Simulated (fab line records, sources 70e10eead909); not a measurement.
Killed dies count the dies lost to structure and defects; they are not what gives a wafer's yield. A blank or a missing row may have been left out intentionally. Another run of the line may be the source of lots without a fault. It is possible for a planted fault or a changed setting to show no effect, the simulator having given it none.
Struck lot and sound lot, side by side    flow nand harc    20 steps out of a route of 1302
Sound: wafers L641.3, L641.5, L641.6. The struck wafers were L649.1, L649.2, L649.5. The cause is given at the end.
Each step with rows lists, per side, the tool, then ch with its chambers, then its first start. Under that, the readings that differ: sound wafers    struck wafers    difference of the means    sigmas: that difference in standard deviations of wafers without a fault.
alike: words and numbers the same on both sides, and readings whose means are apart by under 2 such deviations; not compared: readings that were withheld, readings missing a value for some wafer, numbers with overlapping values and no deviation given by the record, and bounds like >300 which may hide the same value.
A row with sigmas, a row that says differs or no value, or rows on one side alone: a step with any of these is where the two part. When numbers do not overlap yet have no deviation, they are printed without sigmas and do not part them. Lack of a reading on every wafer of one side parts them only where that side has two or more wafers.

NHARC_P_GATE_CD_MEAS_59 targets a cd of 720 nm.
  sound on cd sem-01 ch 0, day 6 06:18; struck on cd sem-03 ch 0, day 9 18:34
reading     sound              struck             difference  sigmas
cd nm (nm)  723.1 720.6 723.3  718.5 720.8 718.8  -3.0        -2
then, 1 step without rows for these wafers: NHARC_P_GATE_HARDBAKE_60 (time 80 s).
NHARC_P_GATE_DESCUM_61: chemistry O2, time 3 s.
  sound on rie diel-01 ch 0,1, day 6 06:28; struck on rie diel-05 ch 1,2,3, day 9 18:44
  alike: drypump motor current A, oes product au, rf vpp V, showerhead plenum p Torr, throttle valve pct
  not compared: rf hours counter h
following that, these wafers have no rows for 1 step: NHARC_P_GATE_IMPLANT_62.
NHARC_P_GATE_STRIP_112: strips in N2/H2, time 200 s.
  sound on plasma asher-02 ch 0,1, day 6 06:55; struck on plasma asher-01 ch 0,1, day 9 19:05
  alike: drypump motor current A, heater power w
  not compared: rf hours counter h
NHARC_P_GATE_STRIP_76: strips in O2.
  sound on plasma asher-02 ch 0,1, day 6 07:07; struck on plasma asher-01 ch 0,1, day 9 19:21
  alike: drypump motor current A, heater power w
  not compared: rf hours counter h
then, 6 steps without rows for these wafers: NHARC_P_GATE_STRIP_63 (strips in SPM, time 900 s); NHARC_P_GATE_DEHYDRATE_83 (time 120 s); NHARC_P_GATE_HMDS_84 (time 30 s); NHARC_P_GATE_COAT_85; NHARC_P_GATE_SOFTBAKE_86 (time 95 s); NHARC_P_GATE_EBR_87.
NHARC_P_GATE_EXPOSE_88: exposes mask P HVN, target cd 2000 nm.
  sound on krf scanner-03 ch 0, day 6 07:52; struck on krf scanner-03 ch 0, day 9 19:59
reading  sound                    struck                            difference  sigmas
mask     P_HVN#0 P_HVN#0 P_HVN#0  P_HVN_R1#0 P_HVN_R1#0 P_HVN_R1#0  differs     
then, 2 steps without rows for these wafers: NHARC_P_GATE_PEB_89 (peb time 85 s); NHARC_P_GATE_DEVELOP_90 (time 70 s).
NHARC_P_GATE_CD_MEAS_91 targets a cd of 2000 nm.
  sound on cd sem-01 ch 0, day 6 08:01; struck on cd sem-01 ch 0, day 9 20:08
reading     sound                 struck                difference  sigmas
cd nm (nm)  1999.6 1998.9 2000.6  2148.5 2151.3 2151.1  +150.6      +99 or more
then, 1 step without rows for these wafers: NHARC_P_GATE_HARDBAKE_92 (time 80 s).
NHARC_P_GATE_DESCUM_93: chemistry O2, time 3 s.
  sound on rie diel-05 ch 0,1, day 6 08:10; struck on rie diel-05 ch 0,1, day 9 20:19
reading                  sound           struck          difference  sigmas
model.P_GATE.cd nm (nm)  1999 1999 2000  2149 2151 2151  +151        
  alike: drypump motor current A, oes product au, rf vpp V, showerhead plenum p Torr, throttle valve pct
  not compared: rf hours counter h
following that, these wafers have no rows for 1 step: NHARC_P_GATE_IMPLANT_94.
-- break in the record here, with 19 days between the starts of the struck wafers on either side (left off in module P_GATE, picked up again in module END, where the first step shown is number 1302 on the route) --
NHARC_END_SORT_01:
  sound on prober-01 ch 0, day 25 08:23; struck on prober-01 ch 0, day 29 00:11
  alike: killed at array, killed at other, killed at periphery, killed dies, killed open, killed short

WHERE THEY PART
At NHARC_P_GATE_CD_MEAS_59 first; at NHARC_P_GATE_CD_MEAS_91 last (within this record only). Later steps at which nothing parts them and some readings are alike: NHARC_P_GATE_DESCUM_93, NHARC_END_SORT_01.

WHY: whatever the simulator had introduced
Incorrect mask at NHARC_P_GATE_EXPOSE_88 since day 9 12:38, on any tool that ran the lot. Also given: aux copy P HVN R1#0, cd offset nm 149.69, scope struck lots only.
